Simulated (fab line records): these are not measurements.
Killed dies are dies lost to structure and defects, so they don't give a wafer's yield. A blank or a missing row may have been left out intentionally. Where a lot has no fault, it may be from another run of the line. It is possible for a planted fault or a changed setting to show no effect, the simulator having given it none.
2 desks, one fault -- flow n5 finfet -- each desk has only its own numbers; what lay behind them comes last

== TOOL OWNER'S DESK, rie diel-05 ==
The tool's own readings at N5_BEOL_M0_SAQP_ETCH_49 (etches SiO2 in CF4/O2, target depth 37 nm): means of the sampled wafers that have a number, for each lot that ran on this tool. A lot is out of limits, marked OUT, if its mean lies more than 4 standard deviations from the usual mean; the brackets give that distance.
Columns: A = drypump motor current A at N5_BEOL_M0_SAQP_ETCH_49, usual 5.9 A; B = oes_ar_750_au at N5_BEOL_M0_SAQP_ETCH_49, usual 0.76 a.u.; C = oes product au at N5_BEOL_M0_SAQP_ETCH_49, usual 0.74 a.u.; D = rf vpp V at N5_BEOL_M0_SAQP_ETCH_49, usual 242 V; E = showerhead plenum p Torr at N5_BEOL_M0_SAQP_ETCH_49, usual 2.19 Torr; F = throttle valve pct at N5_BEOL_M0_SAQP_ETCH_49, usual 15.95 %
lot,first seen here,A,B,C,D,E,F
L659,day 6 09:11,6.2,0.71,0.70,246,2.22,15.94
L672,day 9 14:29,6.2,0.69,0.63,246,2.15,15.86
L673,day 9 22:01,6.2,0.69,0.53,246,2.09,15.73
L674,day 10 02:17,6.3,0.82,0.71,245,2.31,16.03
This desk's finding: nothing out of limits on any of the 4 lots.

== AT THE METROLOGY DESK ==
Lot by lot, what the gauges showed, no matter which tool ran the lot: averages of those sampled wafers that carry a number. A lot is out of limits, marked OUT, if its mean lies more than 4 standard deviations from the usual mean; the brackets give that distance. 7 of its 10 readings are shown, namely those furthest out on some lot.
Columns: A = DIBL_N at N5_BEOL_M4_RC_MEAS_101, usual 36.0 mV/V; B = DIBL_P at N5_BEOL_M4_RC_MEAS_101, usual 35.8 mV/V; C = IOFF_N at N5_BEOL_M4_RC_MEAS_101, usual 0.15 nA/um; D = ION_P at N5_BEOL_M4_RC_MEAS_101, usual 460 uA/um; E = SS_N at N5_BEOL_M4_RC_MEAS_101, usual 71.5 mV/dec; F = SS_P at N5_BEOL_M4_RC_MEAS_101, usual 73.2 mV/dec; G = VT_N at N5_BEOL_M4_RC_MEAS_101, usual 250 mV
lot,first seen here,A,B,C,D,E,F,G
L660,day 8 09:25,35.8,34.8,0.14,457,71.2,72.3,253
L659,day 8 12:29,38.2,37.1,0.19,452,73.1,73.4,246
L673,day 12 01:55,35.0,34.2,0.14,454,71.2,72.4,254
L674,day 12 17:56,33.8,32.4,0.11,464,71.0,72.0,254
L672,day 12 17:58,34.9,34.3,0.14,458,71.4,73.0,252
This desk's finding: nothing out of limits on any of the 5 lots.

== BROUGHT TOGETHER ==
Nothing out of limits was seen by the tool owner's desk.
Nothing out of limits was seen by the metrology desk.

== WHAT WAS PUT IN BY THE SIMULATOR ==
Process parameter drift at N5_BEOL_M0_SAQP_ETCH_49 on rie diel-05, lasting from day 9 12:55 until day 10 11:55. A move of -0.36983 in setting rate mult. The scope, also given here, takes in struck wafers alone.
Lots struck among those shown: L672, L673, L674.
